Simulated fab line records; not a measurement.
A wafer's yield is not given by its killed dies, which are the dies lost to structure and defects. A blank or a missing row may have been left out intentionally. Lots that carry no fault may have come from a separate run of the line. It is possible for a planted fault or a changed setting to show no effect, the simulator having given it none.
Split-lot trial / flow n5_finfet / 21 wafers read from 7 lots, route of 1938 steps

== ON THE SPLIT ==
At N5_FIN_SAQP_HM_DEP_03 (deposits SiNx from SiH4/NH3/N2, target thk 38 nm, time 33.6 s), the setting time_s was moved away from the recipe's 33.6 s on 4 of the 21 wafers read, by -13.2% to +7.7%. This setting was run at the recipe's value on the other wafers.

== FROM THE SPLIT TO THE READING: what the file shows between them, 9 steps ==
- N5_FIN_SAQP_THK_MEAS_05
- N5_FIN_SAQP_COAT_10: resist thk 90 nm (also split here: spin_rpm)
- N5_FIN_SAQP_EBR_12
- N5_FIN_SAQP_SOFTBAKE_11: time 60 s
- N5_FIN_SAQP_MANDREL2_REMOVE_60: chemistry HBr/Cl2/O2, target a-Si, stops on SiNx, bt time 10 s
- N5_FIN_SAQP_HM_OPEN_33: chemistry CH3F/O2, target SiNx, target depth 49.4 nm, time 70.6 s
- N5_FIN_SAQP_ETCH_34: etches SiO2 in C4F6/O2, target depth 45 nm, time 15 s
- N5_FIN_SAQP_STRIP_77: strips in N2/H2, time 90 s
- N5_FIN_SAQP_ETCH_64: etches SiO2 in CF4, target depth 1.5 nm

== THE READING ==
SiNx_of_FIN_SAQP_HM_DEP_03.thk_nm (the simulator's own value, which no gauge read), in nm, at N5_FIN_SAQP_FIN_ETCH_36 (etches the open film in HBr/Cl2/O2, target depth 120 nm, time 50.4 s). There is no usual value for it anywhere in the file. Here, 17 wafers ran the recipe; their average is 21.3 nm with a standard deviation of 0.49 nm.

wafer=L077.3; tool, chamber at the split=pecvd-01, 1; time_s as run, s=33.6; against the recipe=recipe; SiNx_of_FIN_SAQP_HM_DEP_03.thk_nm, nm=21.4; against lot-mates on the recipe=-
wafer=L077.5; tool, chamber at the split=pecvd-01, 0; time_s as run, s=33.6; against the recipe=recipe; SiNx_of_FIN_SAQP_HM_DEP_03.thk_nm, nm=21.2; against lot-mates on the recipe=-
wafer=L077.6; tool, chamber at the split=pecvd-01, 1; time_s as run, s=29.15; against the recipe=-13.2%; SiNx_of_FIN_SAQP_HM_DEP_03.thk_nm, nm=16.6; against lot-mates on the recipe=-4.7
wafer=L079.1; tool, chamber at the split=pecvd-01, 0; time_s as run, s=33.6; against the recipe=recipe; SiNx_of_FIN_SAQP_HM_DEP_03.thk_nm, nm=20.6; against lot-mates on the recipe=-
wafer=L079.2; tool, chamber at the split=pecvd-01, 1; time_s as run, s=36.18; against the recipe=+7.7%; SiNx_of_FIN_SAQP_HM_DEP_03.thk_nm, nm=24; against lot-mates on the recipe=+2.8
wafer=L079.4; tool, chamber at the split=pecvd-01, 0; time_s as run, s=33.6; against the recipe=recipe; SiNx_of_FIN_SAQP_HM_DEP_03.thk_nm, nm=21.8; against lot-mates on the recipe=-
wafer=L084.2; tool, chamber at the split=pecvd-04, 1; time_s as run, s=33.6; against the recipe=recipe; SiNx_of_FIN_SAQP_HM_DEP_03.thk_nm, nm=21.2; against lot-mates on the recipe=-
wafer=L084.4; tool, chamber at the split=pecvd-04, 0; time_s as run, s=33.6; against the recipe=recipe; SiNx_of_FIN_SAQP_HM_DEP_03.thk_nm, nm=21; against lot-mates on the recipe=-
wafer=L084.6; tool, chamber at the split=pecvd-04, 1; time_s as run, s=33.6; against the recipe=recipe; SiNx_of_FIN_SAQP_HM_DEP_03.thk_nm, nm=21.4; against lot-mates on the recipe=-
wafer=L087.1; tool, chamber at the split=pecvd-04, 2; time_s as run, s=33.6; against the recipe=recipe; SiNx_of_FIN_SAQP_HM_DEP_03.thk_nm, nm=20.4; against lot-mates on the recipe=-
wafer=L087.4; tool, chamber at the split=pecvd-04, 2; time_s as run, s=33.6; against the recipe=recipe; SiNx_of_FIN_SAQP_HM_DEP_03.thk_nm, nm=21.4; against lot-mates on the recipe=-
wafer=L087.6; tool, chamber at the split=pecvd-04, 0; time_s as run, s=33.6; against the recipe=recipe; SiNx_of_FIN_SAQP_HM_DEP_03.thk_nm, nm=22.2; against lot-mates on the recipe=-
wafer=L089.1; tool, chamber at the split=pecvd-04, 0; time_s as run, s=33.6; against the recipe=recipe; SiNx_of_FIN_SAQP_HM_DEP_03.thk_nm, nm=21.6; against lot-mates on the recipe=-
wafer=L089.4; tool, chamber at the split=pecvd-04, 1; time_s as run, s=33.6; against the recipe=recipe; SiNx_of_FIN_SAQP_HM_DEP_03.thk_nm, nm=21.8; against lot-mates on the recipe=-
wafer=L089.5; tool, chamber at the split=pecvd-04, 0; time_s as run, s=30.85; against the recipe=-8.2%; SiNx_of_FIN_SAQP_HM_DEP_03.thk_nm, nm=17.8; against lot-mates on the recipe=-3.9
wafer=L091.3; tool, chamber at the split=pecvd-01, 0; time_s as run, s=33.6; against the recipe=recipe; SiNx_of_FIN_SAQP_HM_DEP_03.thk_nm, nm=20.6; against lot-mates on the recipe=-
wafer=L091.4; tool, chamber at the split=pecvd-01, 0; time_s as run, s=33.6; against the recipe=recipe; SiNx_of_FIN_SAQP_HM_DEP_03.thk_nm, nm=22.2; against lot-mates on the recipe=-
wafer=L091.6; tool, chamber at the split=pecvd-01, 2; time_s as run, s=33.6; against the recipe=recipe; SiNx_of_FIN_SAQP_HM_DEP_03.thk_nm, nm=21.4; against lot-mates on the recipe=-
wafer=L097.2; tool, chamber at the split=pecvd-01, 0; time_s as run, s=33.6; against the recipe=recipe; SiNx_of_FIN_SAQP_HM_DEP_03.thk_nm, nm=21.2; against lot-mates on the recipe=-
wafer=L097.4; tool, chamber at the split=pecvd-01, 0; time_s as run, s=33.6; against the recipe=recipe; SiNx_of_FIN_SAQP_HM_DEP_03.thk_nm, nm=21.4; against lot-mates on the recipe=-
wafer=L097.6; tool, chamber at the split=pecvd-01, 1; time_s as run, s=30.17; against the recipe=-10.2%; SiNx_of_FIN_SAQP_HM_DEP_03.thk_nm, nm=17.4; against lot-mates on the recipe=-3.9

FIT RESULTS
A straight line over all 21 wafers: SiNx_of_FIN_SAQP_HM_DEP_03.thk_nm changes by +0.374 nm for each +1% of time_s; r = +0.96; the points scatter about the line by 0.48 nm.
The same after taking each lot's own level away (the mean of its wafers on the recipe; 21 wafers): +0.382 nm for each +1%; r = +0.96; scatter 0.49 nm.
That fit puts the effect of the largest move of time_s on the reading at 5.1 nm.
The span of the lots' own levels, 21.20 to 21.70 nm, comes to 1.0 times the standard deviation stated above.
Consequently the slope shifts little with the lot-to-lot level, the two slopes agreeing.
Check: for one of the wafers moved furthest among these (-13.2%), held out of the fit, the line's prediction against its lot-mates is -5.38 nm. It came out at -4.7 nm against them.

== FURTHER SPLITS ON THESE WAFERS ==
These wafers also went through other splits before the reading. Each is held against what the fit with the lots' levels taken away leaves over:
other split on the same wafers=N5_WELL_APT_COAT_02 spin_rpm; wafers away from the commonest value=8; r with SiNx_of_FIN_SAQP_HM_DEP_03.thk_nm (lot level and that fit taken away)=+0.19
other split on the same wafers=N5_FIN_SAQP_COAT_10 spin_rpm; wafers away from the commonest value=7; r with SiNx_of_FIN_SAQP_HM_DEP_03.thk_nm (lot level and that fit taken away)=-0.34

== THE WHOLE CHAIN: every reading that the file lists as answering this split, in the file's order ==
step=N5_FIN_SAQP_HM_DEP_03; what it does=deposits SiNx from SiH4/NH3/N2, target thk 38 nm, time 33.6 s; reading=SiNx_of_FIN_SAQP_HM_DEP_03.thk_nm (the simulator's own value, which no gauge read); change (the file's fit)=+0.387 nm for each +1% of the setting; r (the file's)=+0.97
step=N5_FIN_SAQP_THK_MEAS_05; what it does=; reading=thk_nm; change (the file's fit)=withheld for each +1% of the setting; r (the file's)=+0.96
step=N5_FIN_SAQP_HM_OPEN_33; what it does=chemistry CH3F/O2, target SiNx, target depth 49.4 nm, time 70.6 s; reading=etch_rf_on_time_s; change (the file's fit)=withheld for each +1% of the setting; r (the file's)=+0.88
step=N5_FIN_SAQP_HM_OPEN_33; what it does=chemistry CH3F/O2, target SiNx, target depth 49.4 nm, time 70.6 s; reading=etch.depth_nm (the simulator's own value, which no gauge read); change (the file's fit)=+0.394 nm for each +1% of the setting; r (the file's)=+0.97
step=N5_FIN_SAQP_ETCH_34; what it does=etches SiO2 in C4F6/O2, target depth 45 nm, time 15 s; reading=SiNx_of_FIN_SAQP_HM_DEP_03.thk_nm (the simulator's own value, which no gauge read); change (the file's fit)=+0.397 nm for each +1% of the setting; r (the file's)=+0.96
step=N5_FIN_SAQP_FIN_ETCH_36; what it does=etches the open film in HBr/Cl2/O2, target depth 120 nm, time 50.4 s; reading=SiNx_of_FIN_SAQP_HM_DEP_03.thk_nm (the simulator's own value, which no gauge read); change (the file's fit)=+0.383 nm for each +1% of the setting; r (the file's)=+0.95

== FILE'S OWN FIT ==
SiNx_of_FIN_SAQP_HM_DEP_03.thk_nm changes by +0.383 nm for each +1% of time_s, r = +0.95.
